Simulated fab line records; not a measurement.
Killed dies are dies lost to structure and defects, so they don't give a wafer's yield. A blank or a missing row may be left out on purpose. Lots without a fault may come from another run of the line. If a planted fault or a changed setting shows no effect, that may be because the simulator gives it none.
Matching of chambers | flow nand harc | NHARC_A_CONTACT_DEP_58 on pecvd-03: 3 sister chambers
The step deposits SiON, target thk 90 nm. 16 wafers are shown with their chamber, then 8 later ones without.

WAFERS, EACH WITH ITS CHAMBER
wafer  | chamber | heater power w (W)
L074.2 | 0       | 700
L074.4 | 0       | 696
L074.5 | 2       | 635
L081.1 | 2       | 583
L081.2 | 1       | 707
L081.3 | 0       | 578
L081.4 | 2       | 579
L081.5 | 0       | 591
L081.6 | 1       | 723
L082.3 | 2       | 572
L082.4 | 0       | 701
L082.6 | 2       | 587
L087.3 | 2       | 495
L087.4 | 2       | 483
L087.6 | 1       | 778
L091.2 | 2       | 569

SIGNATURES (averages over the wafers above)
reading        | chamber 0 | chamber 1 | chamber 2 | scatter within a chamber
heater power w | 653.20    | 736.00    | 562.88    | 52.7
Rule: for a wafer and a chamber, the distance is found by dividing, reading by reading, the gap between the wafer's reading and the chamber's mean by the reading's scatter, squaring, summing and taking the root. If the next closest chamber is less than 2 further off than the closest, the wafer can't be placed; otherwise it belongs to the closest. The scatter is the square root of a quotient: the sum, over the shown wafers, of each reading's squared deviation from its chamber's mean, divided by wafers minus chambers.

WAFERS WITHOUT THEIR CHAMBER
wafer  | heater power w (W)
L091.5 | 554
L091.6 | 687
L096.1 | 657
L096.2 | 588
L096.4 | 659
L094.1 | 786
L094.3 | 545
L094.5 | 542

CHAMBER TAKEN BY EACH
wafer  | from the rows above          | in truth
L091.5 | can't be placed: 2 or 0      | 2
L091.6 | can't be placed: 0 or 1 or 2 | 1
L096.1 | can't be placed: 0 or 1 or 2 | 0
L096.2 | can't be placed: 2 or 0      | 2
L096.4 | can't be placed: 0 or 1 or 2 | 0
L094.1 | can't be placed: 1 or 0      | 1
L094.3 | can't be placed: 2 or 0      | 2
L094.5 | can't be placed: 2 or 0      | 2
Correctly placed: 0 of 8. Can't be placed from these rows: 8 (the true chamber is among the candidates in 8). 0 placed wrongly.
